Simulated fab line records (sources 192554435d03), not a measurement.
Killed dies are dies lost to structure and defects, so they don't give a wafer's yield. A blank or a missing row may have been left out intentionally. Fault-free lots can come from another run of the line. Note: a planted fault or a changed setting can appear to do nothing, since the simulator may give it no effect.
fab line records || flow n5_finfet
record {"lots": 4, "wafers": 12, "last_day": 17}
route steps=1938 shown BEOL_M6@1251 BEOL_M7@1263
lots that met no fault: from a run of the same line without faults
start_h: start of the lot's first displayed wafer, in hours after the record's first day || wait_h: hours from the lot's prior step to this one || " unchanged from the row above || L1.1+2: a row that stands for several wafers || - no value present, or no start provided || * or withheld: withheld || < > ~ a bound
route shown NAME@n: NAME is a module with steps in the file, n the number in the route of the first one || usual: mean and standard deviation over wafers with no fault || same: alike in all rows || chamber/n: place in a boat || sites: each site's reading || _std_site: standard deviation across them || _edge_site: the outer-site mean with the inner-site mean subtracted || radius_mm: for every site, how far away it sits from the centre of the wafer || mask NAME#n: copy n || behind: tool/chamber where the wafer was last shaped || hold: why the lot was held/for how many hours/how that ended || device: the transistor (n, p or np) that didn't switch || end of line: the tests these same wafers got at the end of their route || for a step that has no rows: nothing shown but its recipe || killed: dies lost to structure and defects at the first sort, not the wafer's yield || map: per-die view of a wafer (x killed, . not killed, _ where there is no die)
set.NAME: setting as actually run; set.NAME@STEP: the setting as run at that earlier step || model.NAME: the simulator's own value behind a step, which no gauge read
a table for each step, a row for each wafer; lots at some steps of the route
services: a tool's chamber out of use, with start hour (start_h, from the record's first day; less than 0 if before it), hours out, and reason
## steps
# step N5_BEOL_M6_ALD_77
# recipe {"material": "TaN", "target_thk_a": 20, "temp_c": 275, "ald_precursor_family": "PDMAT", "ald_co_reactant": "NH3", "pressure_torr": 3, "carrier_flow_sccm": 1500, "pulse_time_s": 2, "purge_time_s": 3, "co_reactant_purge_time_s": 2, "co_reactant_pulse_time_s": 3, "ald_cycles": 40, "precursor_vessel_temp_c": 75, "precursor_vessel_pressure_torr": 26.25, "precursor_vessel_carrier_sccm": 1000}
# step N5_BEOL_M6_SURFACE_TREAT_79
# recipe {"gas": "Ar", "time_s": "*", "ion_energy_ev": "*", "ion_current_ma_cm2": 0.5, "pressure_mtorr": "*", "ar_flow_sccm": 30}
# step N5_BEOL_M6_CVD_78
# recipe {"material": "Co", "target_thk_a": 20, "temp_c": "withheld", "precursor": "CCTBA/H2", "pressure_torr": 30, "time_s": 142.3}
# step N5_BEOL_M6_SPUTTER_48
# recipe {"material": "Cu", "target_thk_a": 100, "temp_c": -20, "bias_v": 60, "power_w": 26000, "chamber_pressure_pa": 0.13, "time_s": 1.667}
# step N5_BEOL_M6_ECD_50
# recipe {"material": "Cu", "target_thk_a": 3000}
# step N5_BEOL_M6_ANNEAL_51
# recipe {"temp_c": 225, "time_s": 90, "ambient": "N2"}
# step N5_BEOL_M6_CMP_52
# recipe {"stop_on": "SiCOH_lowk", "t_overpolish_s": 6.9, "down_force_psi": 1, "platen_rpm": 50, "clearing_platen_down_force_psi": 1.5, "clearing_platen_rpm": 50, "post_cmp_clean": "cu_alkaline", "target_thk_nm": 80, "clearing_platen_pad_velocity_m_s": 0.99484, "pad_velocity_m_s": 0.99484}
# step N5_BEOL_M6_PRE_CLEAN_55
# recipe {"gas": "NH3", "time_s": 15, "temp_c": "withheld", "rf_power_w": 300}
# step N5_BEOL_M6_DEP_56
# recipe {"material": "SiCN", "target_thk_a": 100, "temp_c": "withheld", "precursor": "3MS/NH3", "pressure_torr": 3, "rf_w": 202, "time_s": 17.5}
# step N5_BEOL_M7_ILD_DEP_00
# recipe {"material": "SiCOH_lowk", "target_thk_a": 1797.5, "temp_c": 300, "precursor": "DEMS/porogen", "pressure_torr": 5, "rf_w": 500, "time_s": 33.4}
# usual {"heater_power_w": "292/54", "showerhead_plenum_p_Torr": "5.743/0.0089", "showerhead_vpp_V": "1377/46", "susceptor_temp_C": "300.03/0.19", "throttle_valve_pct": "13.9/0.94"}
{"lot.wafer": "L525.2", "tool": "pecvd-02", "chamber": 0, "start_h": 218.67, "wait_h": 0.0, "heater_power_w": 313, "showerhead_plenum_p_Torr": 5.751, "showerhead_vpp_V": 1331, "susceptor_temp_C": 299.68, "throttle_valve_pct": 14.1, "model.SiCOH_lowk_of_BEOL_M7_ILD_DEP_00.thk_nm": 178}
{"lot.wafer": "L525.3", "tool": "pecvd-02", "chamber": 2, "start_h": 218.67, "wait_h": 0.0, "heater_power_w": 240, "showerhead_plenum_p_Torr": 5.742, "showerhead_vpp_V": 1414, "susceptor_temp_C": 299.78, "throttle_valve_pct": 12.8, "model.SiCOH_lowk_of_BEOL_M7_ILD_DEP_00.thk_nm": 179.4}
{"lot.wafer": "L525.5", "tool": "pecvd-02", "chamber": 1, "start_h": 218.67, "wait_h": 0.0, "heater_power_w": 397, "showerhead_plenum_p_Torr": 5.744, "showerhead_vpp_V": 1322, "susceptor_temp_C": 300.18, "throttle_valve_pct": 14.0, "model.SiCOH_lowk_of_BEOL_M7_ILD_DEP_00.thk_nm": 181.6}
{"lot.wafer": "L527.3", "tool": "pecvd-02", "chamber": 1, "start_h": 240.37, "wait_h": 0.0, "heater_power_w": 404, "showerhead_plenum_p_Torr": 5.736, "showerhead_vpp_V": 1313, "susceptor_temp_C": 300.08, "throttle_valve_pct": 13.9, "model.SiCOH_lowk_of_BEOL_M7_ILD_DEP_00.thk_nm": 184.6}
{"lot.wafer": "L527.4", "tool": "pecvd-02", "chamber": 1, "start_h": 240.37, "wait_h": 0.0, "heater_power_w": 398, "showerhead_plenum_p_Torr": 5.735, "showerhead_vpp_V": 1298, "susceptor_temp_C": 299.96, "throttle_valve_pct": 13.8, "model.SiCOH_lowk_of_BEOL_M7_ILD_DEP_00.thk_nm": 182.2}
{"lot.wafer": "L527.6", "tool": "pecvd-02", "chamber": 2, "start_h": 240.37, "wait_h": 0.0, "heater_power_w": 209, "showerhead_plenum_p_Torr": 5.743, "showerhead_vpp_V": 1378, "susceptor_temp_C": 300.16, "throttle_valve_pct": 12.8, "model.SiCOH_lowk_of_BEOL_M7_ILD_DEP_00.thk_nm": 180.6}
{"lot.wafer": "L528.2", "tool": "pecvd-02", "chamber": 0, "start_h": 245.40, "wait_h": 0.1, "heater_power_w": 310, "showerhead_plenum_p_Torr": 5.757, "showerhead_vpp_V": 1348, "susceptor_temp_C": 299.82, "throttle_valve_pct": 13.7, "model.SiCOH_lowk_of_BEOL_M7_ILD_DEP_00.thk_nm": 179.6}
{"lot.wafer": "L528.3", "tool": "pecvd-02", "chamber": 1, "start_h": 245.40, "wait_h": 0.1, "heater_power_w": 350, "showerhead_plenum_p_Torr": 5.734, "showerhead_vpp_V": 1305, "susceptor_temp_C": 299.84, "throttle_valve_pct": 14.0, "model.SiCOH_lowk_of_BEOL_M7_ILD_DEP_00.thk_nm": 185.8}
{"lot.wafer": "L528.4", "tool": "pecvd-02", "chamber": 2, "start_h": 245.40, "wait_h": 0.1, "heater_power_w": 233, "showerhead_plenum_p_Torr": 5.739, "showerhead_vpp_V": 1455, "susceptor_temp_C": 300.36, "throttle_valve_pct": 12.6, "model.SiCOH_lowk_of_BEOL_M7_ILD_DEP_00.thk_nm": 182.4}
{"lot.wafer": "L540.2", "tool": "pecvd-01", "chamber": 2, "start_h": 309.25, "wait_h": 0.0, "heater_power_w": 305, "showerhead_plenum_p_Torr": 5.748, "showerhead_vpp_V": 1434, "susceptor_temp_C": 300.17, "throttle_valve_pct": 12.7, "model.SiCOH_lowk_of_BEOL_M7_ILD_DEP_00.thk_nm": 177.4}
{"lot.wafer": "L540.5", "tool": "pecvd-01", "chamber": 0, "start_h": 309.25, "wait_h": 0.0, "heater_power_w": 299, "showerhead_plenum_p_Torr": 5.729, "showerhead_vpp_V": 1403, "susceptor_temp_C": 299.93, "throttle_valve_pct": 15.0, "model.SiCOH_lowk_of_BEOL_M7_ILD_DEP_00.thk_nm": 179.2}
{"lot.wafer": "L540.6", "tool": "pecvd-01", "chamber": 2, "start_h": 309.25, "wait_h": 0.0, "heater_power_w": 315, "showerhead_plenum_p_Torr": 5.750, "showerhead_vpp_V": 1409, "susceptor_temp_C": 300.46, "throttle_valve_pct": 12.5, "model.SiCOH_lowk_of_BEOL_M7_ILD_DEP_00.thk_nm": 178.2}
# step N5_BEOL_M7_CURE_74
# recipe {"temp_c": 385, "time_s": 240, "ambient": "He/Ar", "material": "SiCOH_lowk"}
# step N5_BEOL_M7_THK_MEAS_01
# recipe {"reads": "SiCOH_lowk_of_BEOL_M7_ILD_DEP_00"}
# usual {"M7_ILD_THK": "154.9/1.9"}
{"lot.wafer": "L525.2", "tool": "film_metro-01", "chamber": "-", "start_h": 219.25, "wait_h": 0.4, "M7_ILD_THK[nm]": 153.4}
{"lot.wafer": "L525.3", "tool": "film_metro-01", "chamber": "-", "start_h": 219.25, "wait_h": 0.4, "M7_ILD_THK[nm]": 154.8}
{"lot.wafer": "L525.5", "tool": "film_metro-01", "chamber": "-", "start_h": 219.25, "wait_h": 0.4, "M7_ILD_THK[nm]": 156.6}
{"lot.wafer": "L527.3", "tool": "film_metro-02", "chamber": "-", "start_h": 241.02, "wait_h": 0.3, "M7_ILD_THK[nm]": 159.2}
{"lot.wafer": "L527.4", "tool": "film_metro-02", "chamber": "-", "start_h": 241.02, "wait_h": 0.3, "M7_ILD_THK[nm]": 157.0}
{"lot.wafer": "L527.6", "tool": "film_metro-02", "chamber": "-", "start_h": 241.02, "wait_h": 0.3, "M7_ILD_THK[nm]": 155.6}
{"lot.wafer": "L528.2", "tool": "film_metro-02", "chamber": "-", "start_h": 245.97, "wait_h": 0.4, "M7_ILD_THK[nm]": 154.8}
{"lot.wafer": "L528.3", "tool": "film_metro-02", "chamber": "-", "start_h": 245.97, "wait_h": 0.4, "M7_ILD_THK[nm]": 160.3}
{"lot.wafer": "L528.4", "tool": "film_metro-02", "chamber": "-", "start_h": 245.97, "wait_h": 0.4, "M7_ILD_THK[nm]": 157.4}
{"lot.wafer": "L540.2", "tool": "film_metro-01", "chamber": "-", "start_h": 309.82, "wait_h": 0.4, "M7_ILD_THK[nm]": 153.1}
{"lot.wafer": "L540.5", "tool": "film_metro-01", "chamber": "-", "start_h": 309.82, "wait_h": 0.4, "M7_ILD_THK[nm]": 154.6}
{"lot.wafer": "L540.6", "tool": "film_metro-01", "chamber": "-", "start_h": 309.82, "wait_h": 0.4, "M7_ILD_THK[nm]": 153.8}
# step N5_BEOL_M7_PECVD_70
# recipe {"material": "SiO2", "target_thk_a": 200, "temp_c": 400, "precursor": "TEOS/O2", "pressure_torr": 5.5, "rf_w": 450, "teos_flow_sccm": 53.8, "gas": "O2", "flow_sccm": 3000, "time_s": 22.7}
# step N5_BEOL_M7_HM_DEP_02
# recipe {"material": "TiN", "target_thk_a": 200, "temp_c": 25, "chamber_pressure_pa": 0.49996}
# step N5_BEOL_M7_COAT_59
# recipe {"resist": "SOC", "temp_c": 250, "time_s": 60, "spin_rpm": 1500, "resist_thk_nm": 100}
# step N5_BEOL_M7_COAT_60
# recipe {"resist": "SiARC", "temp_c": 220, "time_s": 60, "spin_rpm": 1500, "resist_thk_nm": 35}
# step N5_BEOL_M7_COAT_05
# recipe {"resist": "CAR-ArF", "spin_rpm": 1500, "resist_thk_nm": 90}
# step N5_BEOL_M7_EBR_07
# recipe {"solvent": "PGMEA", "ebr_width_mm": 1.5}
# step N5_BEOL_M7_SOFTBAKE_06
# recipe {"temp_c": 110, "time_s": 60, "resist": "CAR-ArF"}
# step N5_BEOL_M7_EXPOSE_08
# recipe {"mask_id": "M7", "na": 1.35, "source_shape": "dipole", "sigma_inner": 0.817, "sigma_outer": 0.97, "polarization": "te", "dose_mj": 68.25}
# step N5_BEOL_M7_PEB_09
# recipe {"peb_temp_c": "withheld", "peb_time_s": 60, "resist": "CAR-ArF"}
# step N5_BEOL_M7_DEVELOP_10
# recipe {"develop_time_s": 30, "developer": "TMAH", "resist": "CAR-ArF", "rinse_liquid": "diw", "dry": "air_spin", "dev_temp_c": 23}
# step N5_BEOL_M7_DESCUM_16
# recipe {"chemistry": "O2", "time_s": 7.9, "source_power_w": 50, "bias_power_w": 20, "pressure_mtorr": 20, "rf_frequency_hz": 2.712e+07, "temp_c": 40, "resist": "CAR-ArF", "o2_flow_sccm": 225}
# step N5_BEOL_M7_ETCH_61
# recipe {"chemistry": "CF4", "target": "SiARC", "target_depth_a": 455, "mask_material": "CAR-ArF", "time_s": 75.8, "ion_energy_ev": 80, "pressure_mtorr": 40, "source_w": 545, "bias_w": 36, "Ar_flow_sccm": 100, "cf4_flow_sccm": 100, "ends": "cleared"}
# step N5_BEOL_M7_ETCH_62
# recipe {"chemistry": "N2/H2", "target": "SOC", "target_depth_a": 1100, "overetch_a": 220, "mask_material": "SiARC", "temp_c": 40, "time_s": 165, "ion_energy_ev": 200, "pressure_mtorr": 30, "source_w": 840, "bias_w": 150, "n2_flow_sccm": 200, "h2_flow_sccm": 200}
# step N5_BEOL_M7_STRIP_68
# recipe {"chemistry": "N2/H2", "temp_c": 40, "n2_flow_sccm": 200, "h2_flow_sccm": 200, "rf_frequency_hz": 6e+07}
# step N5_BEOL_M7_STRIP_67
# recipe {"chemistry": "CF4", "resist": "SiARC", "power_w": 300, "bias_power_w": 75, "pressure_mtorr": 50, "cf4_flow_sccm": 150, "rf_frequency_hz": 6e+07}
# step N5_BEOL_M7_HM_OPEN_17
# recipe {"chemistry": "Cl2/BCl3", "target_depth_a": 200, "overetch_a": 60, "target": "TiN", "mask_material": "SOC", "ion_energy_ev": 150, "pressure_mtorr": 10, "icp_w": 1000, "bias_w": 126, "Cl2_flow_sccm": 53.25, "bcl3_flow_sccm": 21.75, "Ar_flow_sccm": 25}
# step N5_BEOL_M7_STRIP_19
# recipe {"chemistry": "O2", "power_w": 400, "temp_c": 40, "pressure_mtorr": 30, "rf_frequency_hz": 6e+07, "bias_power_w": 0, "overash_fraction": 0.2, "o2_flow_sccm": 225}
# step N5_BEOL_M7_COAT_63
# recipe {"resist": "SOC", "temp_c": 250, "time_s": 60, "spin_rpm": 1500, "resist_thk_nm": 60}
# step N5_BEOL_M7_COAT_64
# recipe {"resist": "SiARC", "temp_c": 220, "time_s": 60, "spin_rpm": 1500, "resist_thk_nm": 12}
# step N5_BEOL_M7_COAT_71
# recipe {"resist": "underlayer", "temp_c": 205, "time_s": 60, "spin_rpm": 1500, "resist_thk_nm": 5}
# step N5_BEOL_M7_COAT_22
# recipe {"resist": "CAR-EUV", "spin_rpm": 1500, "resist_thk_nm": 30}
# step N5_BEOL_M7_EBR_24
# recipe {"solvent": "PGMEA", "ebr_width_mm": 1.5}
# step N5_BEOL_M7_SOFTBAKE_23
# recipe {"temp_c": 110, "time_s": 60, "resist": "CAR-EUV"}
# step N5_BEOL_M7_CMP_52
# recipe {"stop_on": "SiCOH_lowk", "t_overpolish_s": 6.9, "down_force_psi": 1, "platen_rpm": 50, "clearing_platen_down_force_psi": 1.5, "clearing_platen_rpm": 50, "post_cmp_clean": "cu_alkaline", "target_thk_nm": 80, "clearing_platen_pad_velocity_m_s": 0.99484, "pad_velocity_m_s": 0.99484}
# usual {"barrier_field_endpoint_s": "29.0/0.69", "motor_current_A": "6.1/0.59", "overpolish_run_s": "6.900/0.0094", "time_to_endpoint_s": "64/3.1"}
{"lot.wafer": "L525.3", "tool": "cmp-02", "chamber": 1, "start_h": 226.49, "wait_h": 0.2, "barrier_field_endpoint_s": 28.6, "motor_current_A": 5.6, "overpolish_run_s": 6.901, "time_to_endpoint_s": 62, "model.SiCOH_lowk_of_BEOL_M7_ILD_DEP_00.thk_nm": 151.6}
{"lot.wafer": "L525.2", "tool": "cmp-02", "chamber": 2, "start_h": 226.49, "wait_h": 0.2, "barrier_field_endpoint_s": 28.2, "motor_current_A": 7.5, "overpolish_run_s": 6.908, "time_to_endpoint_s": 59, "model.SiCOH_lowk_of_BEOL_M7_ILD_DEP_00.thk_nm": 150.6}
{"lot.wafer": "L525.5", "tool": "cmp-02", "chamber": 3, "start_h": 226.49, "wait_h": 0.2, "barrier_field_endpoint_s": 29.0, "motor_current_A": 6.5, "overpolish_run_s": 6.881, "time_to_endpoint_s": 62, "model.SiCOH_lowk_of_BEOL_M7_ILD_DEP_00.thk_nm": 153.6}
{"lot.wafer": "L527.3", "tool": "cmp-04", "chamber": 2, "start_h": 248.00, "wait_h": 0.3, "barrier_field_endpoint_s": 28.0, "motor_current_A": 6.1, "overpolish_run_s": 6.880, "time_to_endpoint_s": 59, "model.SiCOH_lowk_of_BEOL_M7_ILD_DEP_00.thk_nm": 156.2}
{"lot.wafer": "L527.4", "tool": "cmp-04", "chamber": 1, "start_h": 248.00, "wait_h": 0.3, "barrier_field_endpoint_s": 29.0, "motor_current_A": 6.3, "overpolish_run_s": 6.904, "time_to_endpoint_s": 61, "model.SiCOH_lowk_of_BEOL_M7_ILD_DEP_00.thk_nm": 154}
{"lot.wafer": "L527.6", "tool": "cmp-04", "chamber": 2, "start_h": 248.00, "wait_h": 0.3, "barrier_field_endpoint_s": 29.4, "motor_current_A": 6.3, "overpolish_run_s": 6.901, "time_to_endpoint_s": 59, "model.SiCOH_lowk_of_BEOL_M7_ILD_DEP_00.thk_nm": 152.8}
{"lot.wafer": "L528.4", "tool": "cmp-04", "chamber": 1, "start_h": 254.16, "wait_h": 0.1, "barrier_field_endpoint_s": 28.9, "motor_current_A": 6.0, "overpolish_run_s": 6.887, "time_to_endpoint_s": 63, "model.SiCOH_lowk_of_BEOL_M7_ILD_DEP_00.thk_nm": 154.4}
{"lot.wafer": "L528.3", "tool": "cmp-04", "chamber": 3, "start_h": 254.16, "wait_h": 0.1, "barrier_field_endpoint_s": 29.1, "motor_current_A": 5.7, "overpolish_run_s": 6.898, "time_to_endpoint_s": 66, "model.SiCOH_lowk_of_BEOL_M7_ILD_DEP_00.thk_nm": 157.2}
{"lot.wafer": "L528.2", "tool": "cmp-04", "chamber": 0, "start_h": 254.16, "wait_h": 0.1, "barrier_field_endpoint_s": 28.3, "motor_current_A": 5.7, "overpolish_run_s": 6.885, "time_to_endpoint_s": 62, "model.SiCOH_lowk_of_BEOL_M7_ILD_DEP_00.thk_nm": 151.8}
{"lot.wafer": "L540.2", "tool": "cmp-03", "chamber": 3, "start_h": 319.54, "wait_h": 0.3, "barrier_field_endpoint_s": 29.4, "motor_current_A": 6.3, "overpolish_run_s": 6.904, "time_to_endpoint_s": 64, "model.SiCOH_lowk_of_BEOL_M7_ILD_DEP_00.thk_nm": 150}
{"lot.wafer": "L540.6", "tool": "cmp-03", "chamber": 1, "start_h": 319.54, "wait_h": 0.3, "barrier_field_endpoint_s": 29.7, "motor_current_A": 6.0, "overpolish_run_s": 6.885, "time_to_endpoint_s": 68, "model.SiCOH_lowk_of_BEOL_M7_ILD_DEP_00.thk_nm": 150.8}
{"lot.wafer": "L540.5", "tool": "cmp-03", "chamber": 2, "start_h": 319.54, "wait_h": 0.3, "barrier_field_endpoint_s": 30.3, "motor_current_A": 5.9, "overpolish_run_s": 6.888, "time_to_endpoint_s": 68, "model.SiCOH_lowk_of_BEOL_M7_ILD_DEP_00.thk_nm": 151.6}
## services
{"tool": "cmp-03", "chamber": "-", "start_h": 196.07, "hours": 4.0, "kind": "pm"}
{"tool": "pecvd-02", "chamber": 2, "start_h": 198.32, "hours": 2.1, "kind": "scheduled_down"}
{"tool": "cmp-02", "chamber": "-", "start_h": 214.46, "hours": 3.9, "kind": "repair"}
{"tool": "cmp-02", "chamber": "-", "start_h": 229.11, "hours": 3.4, "kind": "repair"}
{"tool": "pecvd-01", "chamber": 0, "start_h": 229.86, "hours": 2.1, "kind": "scheduled_down"}
{"tool": "pecvd-01", "chamber": "-", "start_h": 232.63, "hours": 14.6, "kind": "pm"}
{"tool": "cmp-02", "chamber": "-", "start_h": 233.99, "hours": 3.5, "kind": "repair"}
{"tool": "cmp-02", "chamber": "-", "start_h": 245.13, "hours": 5.6, "kind": "repair"}
{"tool": "cmp-03", "chamber": "-", "start_h": 252.05, "hours": 1.9, "kind": "repair"}
{"tool": "pecvd-02", "chamber": 2, "start_h": 260.86, "hours": "-", "kind": "calibration"}
{"tool": "cmp-02", "chamber": "-", "start_h": 262.98, "hours": 0.3, "kind": "repair"}
{"tool": "cmp-02", "chamber": "-", "start_h": 275.49, "hours": 1.8, "kind": "repair"}
{"tool": "cmp-04", "chamber": "-", "start_h": 292.04, "hours": 4.0, "kind": "pm"}
{"tool": "cmp-04", "chamber": "-", "start_h": 296.04, "hours": "-", "kind": "consumable_replace:conditioner"}
{"tool": "cmp-04", "chamber": "-", "start_h": 296.04, "hours": "-", "kind": "consumable_replace:pad"}
{"tool": "cmp-03", "chamber": "-", "start_h": 308.01, "hours": 3.7, "kind": "pm"}
{"tool": "cmp-03", "chamber": "-", "start_h": 314.98, "hours": 1.8, "kind": "repair"}
## key
first_sign {"step": "N5_BEOL_M7_THK_MEAS_01", "reading": "M7_ILD_THK", "direction": "up", "sigmas": 2.6, "usual": 154.9, "struck": 159.7}
effect none on later readings
model_effect {"step": "N5_BEOL_M7_ILD_DEP_00", "value": "SiCOH_lowk_of_BEOL_M7_ILD_DEP_00.thk_nm", "without": 178.9, "struck": 185.2}
model_effect {"step": "N5_BEOL_M7_CMP_52", "value": "SiCOH_lowk_of_BEOL_M7_ILD_DEP_00.thk_nm", "without": 151.3, "struck": 156.7}
met_at N5_BEOL_M7_ILD_DEP_00
struck_wafers L527.3,L528.3
onset_between 218.67 240.37
fault {"kind": "process_parameter_drift", "tool": "pecvd-02", "chamber": "-", "onset_h": 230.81, "steps": "N5_BEOL_M7_ILD_DEP_00", "channel": "target_thk_a", "offset": "*", "shape": "step", "end_h": 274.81, "scope": "struck_wafers_only", "acts_in": "*", "stated": "*"}
